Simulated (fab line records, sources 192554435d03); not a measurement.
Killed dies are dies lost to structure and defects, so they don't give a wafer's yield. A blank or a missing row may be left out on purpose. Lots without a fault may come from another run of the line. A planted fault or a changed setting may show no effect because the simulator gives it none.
Split-lot experiment | flow n5_finfet | 7 lots, 21 wafers read, on a route of 1938 steps

THE SPLIT
At N5_BEOL_M1_DEP_57 (deposits SiCN from 3MS/NH3, target thk 8 nm, time 14 s), the setting time_s was moved away from the recipe's 14 s on 8 of the 21 wafers read, by -8.4% to +14.9%. The other wafers ran this setting at the recipe's value.

The reading is taken at the split's own step.

THE READING
SiCN_of_BEOL_M1_DEP_57.thk_nm (the simulator's own value, which no gauge read), in nm, at N5_BEOL_M1_DEP_57 (deposits SiCN from 3MS/NH3, target thk 8 nm, time 14 s). The file gives no usual value for it. The 13 wafers here that ran the recipe average 8.1 nm, standard deviation 0.14 nm.

wafer  | tool, chamber at the split | time_s as run, s | against the recipe | SiCN_of_BEOL_M1_DEP_57.thk_nm, nm | against lot-mates on the recipe
L075.3 | pecvd-01, 1                | 12.83            | -8.4%              | 7.4                               | -0.8
L075.6 | pecvd-01, 1                | 12.83            | -8.4%              | 7.4                               | -0.8
L075.4 | pecvd-01, 0                | 14               | recipe             | 8.2                               | -
L076.2 | pecvd-03, 2                | 14.82            | +5.9%              | 8.6                               | +0.3
L076.3 | pecvd-03, 0                | 14               | recipe             | 8.2                               | -
L076.5 | pecvd-03, 0                | 14               | recipe             | 8.4                               | -
L078.3 | pecvd-03, 1                | 16.08            | +14.9%             | 9.2                               | +1.2
L078.4 | pecvd-03, 2                | 14               | recipe             | 8                                 | -
L078.6 | pecvd-03, 0                | 16.08            | +14.9%             | 9.4                               | +1.4
L081.1 | pecvd-01, 1,2              | 14.99            | +7.1%              | 8.6                               | +0.8
L081.5 | pecvd-01, 1,2              | 14.99            | +7.1%              | 8.6                               | +0.8
L081.2 | pecvd-01, 0                | 14               | recipe             | 7.8                               | -
L086.1 | pecvd-01, 0,1              | 14               | recipe             | 8                                 | -
L086.2 | pecvd-01, 0,1              | 14               | recipe             | 8                                 | -
L086.4 | pecvd-01, 0                | 14               | recipe             | 8.2                               | -
L087.1 | pecvd-01, 0                | 15.55            | +11.1%             | 8.8                               | +0.8
L087.3 | pecvd-01, 1,0              | 14               | recipe             | 8                                 | -
L087.4 | pecvd-01, 1,0              | 14               | recipe             | 8                                 | -
L096.3 | pecvd-01, 0,1,2            | 14               | recipe             | 8                                 | -
L096.4 | pecvd-01, 0,1,2            | 14               | recipe             | 8                                 | -
L096.5 | pecvd-01, 0,1,2            | 14               | recipe             | 8                                 | -
Where a row lists several chambers, the file gives one row for several wafers and doesn't say which wafer went through which chamber.

THE FIT
A straight line over all 21 wafers: SiCN_of_BEOL_M1_DEP_57.thk_nm changes by +0.0797 nm for each +1% of time_s; r = +0.97; the points scatter about the line by 0.13 nm.
The same after taking each lot's own level away (the mean of its wafers on the recipe; 21 wafers): +0.0887 nm for each +1%; r = +0.98; scatter 0.11 nm.
On that fit, the largest move of time_s shifts the reading by 1.3 nm.
The lots' own levels span 7.80 to 8.30 nm, that is 3.5 times the standard deviation above.
So the lot-to-lot level changes the slope: the two fits differ.
Check: with one of the wafers moved furthest among these (+14.9%) left out of the fit, the line predicts +1.35 nm for it against its lot-mates. It came out at +1.2 nm against them.

OTHER SPLITS ON THESE WAFERS
These wafers also went through other splits before the reading. Each is held against what the fit with the lots' levels taken away leaves over:
other split on the same wafers    | wafers away from the commonest value | r with SiCN_of_BEOL_M1_DEP_57.thk_nm (lot level and that fit taken away)
N5_BEOL_M0_ETCH_109 bias_w        | 8                                    | -0.04
N5_BEOL_M1_HM_DEP_02 target_thk_a | 7                                    | -0.31
N5_BEOL_M1_COAT_61 spin_rpm       | 7                                    | +0.06

THE FILE'S OWN FIT
SiCN_of_BEOL_M1_DEP_57.thk_nm changes by +0.085 nm for each +1% of time_s, r = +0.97.
